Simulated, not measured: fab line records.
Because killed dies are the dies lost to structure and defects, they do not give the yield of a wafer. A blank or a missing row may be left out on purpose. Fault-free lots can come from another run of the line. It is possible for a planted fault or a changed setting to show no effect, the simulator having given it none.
Which tool was responsible?    flow nand harc    12 lots with 36 wafers sampled at 5 steps, on a route of 1159 steps

== WHAT EACH GAUGE READ, for each wafer ==
NHARC_END_WLT_00. Usual: VT_DECK1_BOTTOM 0.873, standard deviation 0.0084; VT_DECK1_BOTTOM_INNER 0.874, standard deviation 0.0075; VT_DECK1_MEDIAN_NEAR_BOTTOM 0.874, standard deviation 0.0075; VT_DECK1_MEDIAN_NEAR_BOTTOM_INNER 0.875, standard deviation 0.0083; VT_DECK1_MIDDLE 0.887, standard deviation 0.0068; VT_DECK1_MIDDLE_INNER 0.887, standard deviation 0.0073; VT_DECK1_TOP 0.898, standard deviation 0.0078; VT_DECK1_TOP_INNER 0.899, standard deviation 0.007.
lot   measured      on         VT_DECK1_BOTTOM    VT_DECK1_BOTTOM_INNER  VT_DECK1_MEDIAN_NEAR_BOTTOM  VT_DECK1_MEDIAN_NEAR_BOTTOM_INNER  VT_DECK1_MIDDLE    VT_DECK1_MIDDLE_INNER  VT_DECK1_TOP       VT_DECK1_TOP_INNER  flag
L232  day 18 23:56  prober-02  0.861 0.863 0.877  0.870 0.867 0.875      0.865 0.861 0.880            0.865 0.870 0.881                  0.887 0.878 0.885  0.878 0.879 0.885      0.901 0.889 0.890  0.895 0.900 0.897   
L234  day 19 19:01  prober-02  0.877 0.878 0.869  0.870 0.866 0.864      0.876 0.871 0.880            0.874 0.875 0.870                  0.885 0.886 0.888  0.891 0.886 0.886      0.903 0.893 0.894  0.905 0.886 0.895   
L237  day 19 11:11  prober-02  0.857 0.874 0.860  0.860 0.876 0.870      0.874 0.865 0.869            0.859 0.877 0.863                  0.881 0.887 0.880  0.878 0.877 0.875      0.888 0.887 0.887  0.886 0.882 0.893   
L236  day 20 12:13  prober-02  0.888 0.880 0.875  0.894 0.882 0.869      0.887 0.876 0.871            0.886 0.885 0.877                  0.885 0.884 0.900  0.900 0.893 0.891      0.907 0.900 0.906  0.902 0.900 0.905   
L238  day 20 19:55  prober-01  0.876              0.866                  0.868                        0.876                              0.887              0.886                  0.908              0.898               
L242  day 21 07:46  prober-01  0.872 0.869        0.863 0.869            0.865 0.867                  0.859 0.874                        0.887 0.882        0.881 0.888            0.896 0.902        0.907 0.908         
L246  day 23 00:17  prober-01  0.883 0.879 0.885  0.886 0.877 0.885      0.896 0.880 0.883            0.894 0.888 0.880                  0.902 0.893 0.901  0.900 0.905 0.897      0.907 0.915 0.909  0.913 0.914 0.917   
L248  day 23 16:22  prober-01  0.866 0.871 0.861  0.870 0.879 0.861      0.870 0.878 0.859            0.857 0.877 0.866                  0.882 0.885 0.872  0.877 0.885 0.874      0.897 0.888 0.889  0.888 0.893 0.890   
L253  day 24 01:59  prober-01  0.877 0.888 0.892  0.879 0.880 0.891      0.876 0.880 0.894            0.878 0.876 0.895                  0.897 0.890 0.896  0.887 0.888 0.898      0.894 0.911 0.913  0.900 0.908 0.911   
L252  day 24 02:31  prober-02  0.866 0.871 0.864  0.874 0.870 0.859      0.874 0.872 0.864            0.875 0.875 0.877                  0.879 0.880 0.880  0.877 0.881 0.881      0.893 0.889 0.889  0.887 0.890 0.895   
L251  day 24 11:42  prober-01  0.870 0.860 0.854  0.872 0.860 0.862      0.858 0.866 0.862            0.860 0.854 0.865                  0.878 0.877 0.874  0.866 0.880 0.874      0.882 0.885 0.891  0.887 0.888 0.886   
L254  day 24 19:29  prober-02  0.871 0.879 0.868  0.872 0.880 0.871      0.871 0.877 0.879            0.881 0.880 0.875                  0.882 0.887 0.889  0.877 0.888 0.888      0.898 0.898 0.900  0.899 0.890 0.899   

NHARC_END_SORT_01. Usual: killed at array 25, standard deviation 7.8; killed at other 0.6, standard deviation 0.81; killed at periphery 3.3, standard deviation 2.2; killed dies 29, standard deviation 8.2; killed open 3.5, standard deviation 1.9; killed short 1.8, standard deviation 1.3.
lot   measured      on         killed at array  killed at other  killed at periphery  killed dies  killed open  killed short  flag
L238  day 20 22:55  prober-01  32 655 634       0 0 0            3 4 6                35 659 640   3 3 8        0 4 4         OFF
L242  day 21 11:03  prober-01  29 662 26        0 0 2            6 4 4                35 666 32    5 6 2        0 1 5         OFF

== TOOL THAT RAN EACH LOT (tool first, then ch and the chambers of the sampled wafers, then the start) ==
lot   NHARC_A_CONTACT_DEP_85           NHARC_A_BONDPAD_CMP_19         NHARC_THIN_TSV_ETCH_15
L232  pecvd-01 ch 0,1, day 16 19:18    cmp-04 ch 0,2,3, day 17 19:18  rie si-04 ch 1,3, day 18 09:34
L234  pecvd-02 ch 0,1,2, day 17 02:44  cmp-04 ch 0,1,3, day 18 06:31  rie si-04 ch 0,1,3, day 19 00:16
L237  pecvd-01 ch 0,1,2, day 17 15:27  cmp-02 ch 0,2,3, day 18 13:34  rie si-05 ch 0,2,3, day 19 02:43
L236  pecvd-02 ch 0,1,2, day 18 04:55  cmp-04 ch 0,1,3, day 19 08:37  rie si-01 ch 2,3, day 19 23:59
L238  pecvd-02 ch 0,1, day 18 16:06    cmp-04 ch 3, day 19 16:32      rie si-01 ch 1, day 20 08:44
L242  pecvd-02 ch 0,2, day 19 02:24    cmp-02 ch 1, day 20 05:31      rie si-01 ch 0,2, day 20 20:14
L246  pecvd-01 ch 1,2, day 20 10:17    cmp-04 ch 0,3, day 22 00:05    rie si-05 ch 0,3, day 22 13:17
L248  pecvd-01 ch 0,1,2, day 20 21:41  cmp-01 ch 2,3, day 22 08:47    rie si-01 ch 0,1,2, day 22 23:28
L253  pecvd-02 ch 0,1, day 21 23:07    cmp-02 ch 1,2,3, day 23 00:16  rie si-05 ch 1,2, day 23 13:57
L252  pecvd-02 ch 0,1, day 22 03:13    cmp-01 ch 1,2,3, day 23 03:13  rie si-04 ch 1,2, day 23 15:17
L251  pecvd-02 ch 0,1,2, day 22 08:40  cmp-02 ch 0,1,3, day 23 10:52  rie si-01 ch 0,1,2, day 24 00:37
L254  pecvd-04 ch 0,1,2, day 22 11:52  cmp-01 ch 0,2, day 23 18:38    rie si-01 ch 0,1,3, day 24 09:45
- NHARC_A_CONTACT_DEP_85: deposits SiON, target thk 50 nm.
- NHARC_A_BONDPAD_CMP_19: polishes, t overpolish 30 s, cu recess touch 16 s, target thk 169.8 nm.
- NHARC_THIN_TSV_ETCH_15: target depth 3000 nm, bosch target overetch cycles 2, bosch etch step 2.8 s.

== WHAT THE TOOLS THEMSELVES READ (means of the sampled wafers that have a number; where no wafer has one, the mark that the record gives instead) ==
NHARC_A_CONTACT_DEP_85. Usual: heater power w 712 W, standard deviation 92; susceptor temp C 400.00 C, standard deviation 0.22.
lot   tool      heater power w (W)  susceptor temp C (C)  flag
L232  pecvd-01  767                 399.86                
L234  pecvd-02  767                 400.07                
L237  pecvd-01  667                 399.96                
L236  pecvd-02  687                 399.86                
L238  pecvd-02  772                 400.08                
L242  pecvd-02  700                 399.98                
L246  pecvd-01  607                 400.15                
L248  pecvd-01  624                 399.73                
L253  pecvd-02  741                 399.89                
L252  pecvd-02  809                 399.73                
L251  pecvd-02  727                 399.78                
L254  pecvd-04  716                 400.03                

NHARC_A_BONDPAD_CMP_19. Usual: motor current A 12.0 A, standard deviation 0.81; overpolish run s 30.000 s, standard deviation 0.009.
lot   tool    motor current A (A)  overpolish run s (s)  flag
L232  cmp-04  12.2                 30.003                
L234  cmp-04  12.4                 29.990                
L237  cmp-02  12.5                 30.001                
L236  cmp-04  12.1                 29.992                
L238  cmp-04  11.4                 29.990                
L242  cmp-02  12.6                 29.998                
L246  cmp-04  12.1                 29.991                
L248  cmp-01  11.4                 30.007                
L253  cmp-02  13.0                 29.999                
L252  cmp-01  11.9                 29.997                
L251  cmp-02  11.7                 30.005                
L254  cmp-01  10.8                 29.995                

NHARC_THIN_TSV_ETCH_15. Usual: drypump motor current A 5.7 A, standard deviation 0.52; he backside leak sccm 2.66 sccm, standard deviation 0.22.
lot   tool       drypump motor current A (A)  he backside leak sccm (sccm)  flag
L232  rie si-04  6.1                          2.58                          
L234  rie si-04  6.4                          2.69                          
L237  rie si-05  5.5                          2.46                          
L236  rie si-01  5.6                          3.19                          
L238  rie si-01  5.5                          2.38                          
L242  rie si-01  5.8                          2.90                          
L246  rie si-05  5.8                          2.38                          
L248  rie si-01  5.7                          2.72                          
L253  rie si-05  5.7                          2.66                          
L252  rie si-04  5.3                          2.75                          
L251  rie si-01  5.7                          2.71                          
L254  rie si-01  5.8                          2.70                          

== THE ANSWER, worked out from the rows above alone ==
Rule: a lot counts as off when the mean over its wafers that have a number is more than 3 standard deviations away from the usual mean. A lot without any number at a reading at which 4 lots or more have one is off too. Where the step has rows for the other lots, those lots are counted as sound. After the gauges, taken in route order, come the tools' own readings; for these a lot's mean is taken, as printed above. The first step at which some lot is off is used, and at that step the reading that is off furthest; a lot without a number counts as furthest.
Off, at NHARC_END_SORT_01 on killed at array: L238, L242. Neither off nor sound, because the step has no rows for them: L232, L234, L237, L236, L246, L248, L253, L252, L251, L254.
A tool fits if, at a process step before that reading, it ran every lot that is off, and no sound lot after the first of them. The gauges at NHARC_END_SORT_01 are tried like those tools. Can't be told from this: 3 tools fit, pecvd-02 at NHARC_A_CONTACT_DEP_85, rie si-01 at NHARC_THIN_TSV_ETCH_15, prober-01 at NHARC_END_SORT_01.

== WHAT THE SIMULATOR PUT IN ==
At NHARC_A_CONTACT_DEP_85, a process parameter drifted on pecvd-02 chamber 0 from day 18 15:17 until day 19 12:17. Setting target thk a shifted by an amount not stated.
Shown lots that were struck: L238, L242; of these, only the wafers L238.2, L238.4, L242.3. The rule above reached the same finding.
